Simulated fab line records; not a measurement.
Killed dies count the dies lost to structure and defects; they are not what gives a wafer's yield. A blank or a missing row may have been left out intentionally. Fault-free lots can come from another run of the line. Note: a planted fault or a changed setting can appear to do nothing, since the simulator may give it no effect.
Matching of chambers / flow n5 finfet / N5_PMOS_HMC_CHANNEL_EPI_ETCH_38 on rie si-02 has 4 sister chambers
The step etches SiO2 in CF4, target depth 1.5 nm. 4 wafers are shown with their chamber, then 7 later ones without.

## EACH WAFER AND ITS CHAMBER
wafer=L081.2; chamber=2; throttle valve pct (%)=22.24
wafer=L087.6; chamber=1; throttle valve pct (%)=21.92
wafer=L088.1; chamber=0; throttle valve pct (%)=21.62
wafer=L088.4; chamber=3; throttle valve pct (%)=21.71

## WAFERS WHOSE CHAMBER IS MISSING
wafer=L088.6; throttle valve pct (%)=22.14
wafer=L089.1; throttle valve pct (%)=22.13
wafer=L089.2; throttle valve pct (%)=21.70
wafer=L089.3; throttle valve pct (%)=21.61
wafer=L089.4; throttle valve pct (%)=21.91
wafer=L089.5; throttle valve pct (%)=22.14
wafer=L089.6; throttle valve pct (%)=21.69

## WHICH CHAMBER EACH ONE RAN IN
wafer=L088.6; from the rows above=can't be placed: 2 or 1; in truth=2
wafer=L089.1; from the rows above=can't be placed: 2 or 1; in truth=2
wafer=L089.2; from the rows above=can't be placed: 3 or 0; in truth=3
wafer=L089.3; from the rows above=can't be placed: 0 or 3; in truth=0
wafer=L089.4; from the rows above=1; in truth=1
wafer=L089.5; from the rows above=can't be placed: 2 or 1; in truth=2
wafer=L089.6; from the rows above=can't be placed: 3 or 0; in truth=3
1 of 7 placed correctly. Cannot be placed on the basis of these rows: 6; the candidates contain the true chamber in 6. Placed wrongly: 0.
How it was worked out, from the rows above alone: a wafer's distance from a chamber is the root of the sum, over the readings, of the square of ((its reading less the chamber's mean) divided by the reading's scatter). If the next closest chamber is less than 2 further off than the closest, the wafer can't be placed; otherwise it belongs to the closest. Each chamber's mean is taken over the wafers shown for it. The scatter: with one shown wafer a chamber, the root of the mean of the squares of how far each hidden wafer lies from its nearest shown one.
